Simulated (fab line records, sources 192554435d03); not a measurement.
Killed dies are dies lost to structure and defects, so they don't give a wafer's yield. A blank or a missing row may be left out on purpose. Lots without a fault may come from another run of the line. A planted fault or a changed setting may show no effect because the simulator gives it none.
Chamber matching | flow n5_finfet | N5_BEOL_M8_ILD_DEP_00 on pecvd-03: 3 sister chambers
The step deposits SiCOH lowk from DEMS/porogen, target thk 179.75 nm, time 33.4 s. 6 wafers are shown with their chamber, then 7 later ones without.

WAFERS WITH THEIR CHAMBER
wafer  | chamber | throttle_valve_pct (%) | heater_power_w (W)
L078.6 | 0       | 14.3                   | 352
L084.1 | 2       | 13.0                   | 264
L084.2 | 1       | 13.7                   | 329
L084.4 | 0       | 14.5                   | 332
L085.1 | 2       | 13.0                   | 305
L085.2 | 1       | 13.8                   | 342

WAFERS WITHOUT THEIR CHAMBER
wafer  | throttle_valve_pct (%) | heater_power_w (W)
L085.3 | 14.7                   | 347
L087.1 | 14.8                   | 336
L087.3 | 13.5                   | 281
L087.5 | 13.6                   | 295
L095.1 | 13.2                   | 319
L095.5 | 13.6                   | 337
L095.6 | 13.0                   | 330

WHICH CHAMBER EACH WENT THROUGH
wafer  | from the rows above     | in truth
L085.3 | 0                       | 0
L087.1 | 0                       | 0
L087.3 | can't be placed: 1 or 2 | 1
L087.5 | 1                       | 1
L095.1 | 2                       | 2
L095.5 | 1                       | 1
L095.6 | 2                       | 2
Placed correctly: 6 of 7. Can't be placed from these rows: 1 (the true chamber is among the candidates in 1). Placed wrongly: 0.
How it was worked out, from the rows above alone: a wafer's distance from a chamber is the root of the sum, over the readings, of the square of ((its reading less the chamber's mean) divided by the reading's scatter). The wafer belongs to the nearest chamber; if the next one is less than 2 further off, it can't be placed. A chamber's mean is the mean of its shown wafers. The scatter: the root of (the sum of the squares of (reading less its chamber's mean) over the shown wafers, divided by (wafers less chambers)).
